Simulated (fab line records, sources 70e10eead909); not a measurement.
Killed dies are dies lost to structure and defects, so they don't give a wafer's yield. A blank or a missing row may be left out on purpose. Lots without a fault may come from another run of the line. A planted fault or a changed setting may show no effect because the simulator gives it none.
Which tool did it? | flow nand_harc | 7 lots, 21 wafers sampled, at 4 steps of a route of 1302

WHAT THE GAUGES READ, wafer by wafer
NHARC_END_SORT_01.
lot  | measured     | on        | defect_limited_yield (%)
L842 | day 30 02:42 | prober-02 | 77.1 82.0 86.4
L855 | day 33 21:01 | prober-01 | 95.7 93.4 95.6

WHICH TOOL RAN EACH LOT (tool, then ch and the chambers of the sampled wafers, then the start)
lot  | NHARC_THIN_TSV_PRECLEAN_41          | NHARC_THIN_TSV_ETCH_59            | NHARC_THIN_TSV_ETCH_36
L833 | wet_bench-10 ch 4,6,7, day 24 10:59 | rie_metal-03 ch 0,1, day 24 18:23 | rie_metal-03 ch 0,1, day 24 18:37
L837 | wet_bench-08 ch 2,6,7, day 25 21:25 | rie_metal-03 ch 0,1, day 26 04:43 | rie_metal-03 ch 0,1, day 26 04:58
L839 | wet_bench-08 ch 2,4,6, day 26 13:07 | rie_metal-03 ch 0,1, day 26 20:22 | rie_metal-03 ch 0,1, day 26 20:34
L841 | wet_bench-08 ch 1,4,5, day 28 16:56 | rie_metal-02 ch 0,1, day 29 00:00 | rie_metal-02 ch 0,1, day 29 00:16
L842 | wet_bench-08 ch 2,3,5, day 29 00:16 | rie_metal-01 ch 0, day 29 07:26   | rie_metal-01 ch 0, day 29 07:41
L850 | wet_bench-10 ch 0,4,7, day 31 03:31 | rie_metal-03 ch 0,1, day 31 10:33 | rie_metal-03 ch 0,1, day 31 10:49
L855 | wet_bench-08 ch 2,4,5, day 33 04:40 | rie_metal-02 ch 0,1, day 33 12:08 | rie_metal-02 ch 0,1, day 33 12:23
- NHARC_THIN_TSV_PRECLEAN_41: cleans in SC1.
- NHARC_THIN_TSV_ETCH_59: etches the open film in Cl2/BCl3, target depth 880 nm, time 138.1 s.
- NHARC_THIN_TSV_ETCH_36: etches the open film in Cl2/BCl3, target depth 65 nm, time 18.571 s.

THE ANSWER, worked out from the rows above alone
Rule: what is usual is taken from the lots themselves. Put in order of their means at a reading, lots are off if they are a third of the lots or fewer, leave a main group of 4 or more, and stand apart from it by a gap of 3 or more times the standard deviation of the main group's means; of several such gaps the widest counts. A main group whose means are all the same, to the digits that the tables above print for the reading, isn't used. A lot without any number at a reading at which 4 lots or more have one is off too. The other lots that the step has rows for count as sound.
No lot is off at any reading shown: from this, nothing can be told.

WHAT THE SIMULATOR HAD PUT IN
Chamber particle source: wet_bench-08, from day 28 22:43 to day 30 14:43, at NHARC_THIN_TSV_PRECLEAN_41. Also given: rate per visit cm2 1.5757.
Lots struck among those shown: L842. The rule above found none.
